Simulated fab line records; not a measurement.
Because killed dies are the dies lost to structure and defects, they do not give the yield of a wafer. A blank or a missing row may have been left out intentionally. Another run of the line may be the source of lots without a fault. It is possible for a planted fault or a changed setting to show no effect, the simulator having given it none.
Chamber matching -- flow n5-finfet -- 3 sister chambers for N5_BEOL_M8_CURE_75 on uv-cure-03
The step cures SiCOH lowk, time 120 s. 3 wafers are shown with their chamber, then 11 later ones without.

== EACH WAFER AND ITS CHAMBER ==
wafer,chamber,wafer_temp_C_max
L087.5,1,371.8
L086.4,0,370.4
L093.1,2,371.9

== WAFERS WHOSE CHAMBER IS MISSING ==
wafer,wafer_temp_C_max
L093.3,371.5
L093.4,371.8
L093.2,371.9
L093.5,372.4
L093.6,371.9
L091.1,371.5
L091.2,371.4
L091.4,371.3
L094.3,371.8
L094.4,371.3
L094.6,371.8

== CHAMBER TAKEN BY EACH ==
wafer,from the rows above,in truth
L093.3,can't be placed: 1 or 2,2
L093.4,can't be placed: 1 or 2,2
L093.2,can't be placed: 2 or 1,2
L093.5,can't be placed: 2 or 1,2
L093.6,can't be placed: 2 or 1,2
L091.1,can't be placed: 1 or 2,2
L091.2,can't be placed: 1 or 2 or 0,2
L091.4,can't be placed: 1 or 2 or 0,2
L094.3,can't be placed: 1 or 2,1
L094.4,can't be placed: 1 or 2 or 0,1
L094.6,can't be placed: 1 or 2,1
Placed correctly: 0 of 11. Can't be placed from these rows: 11 (the true chamber is among the candidates in 11). Placed wrongly: 0.
How it was worked out, from the rows above alone: a wafer's distance from a chamber is the root of the sum, over the readings, of the square of ((its reading less the chamber's mean) divided by the reading's scatter). If the next closest chamber is less than 2 further off than the closest, the wafer can't be placed; otherwise it belongs to the closest. For every chamber, the mean is computed from those of its wafers that are shown. The scatter: with one shown wafer a chamber, the root of the mean of the squares of how far each hidden wafer lies from its nearest shown one.
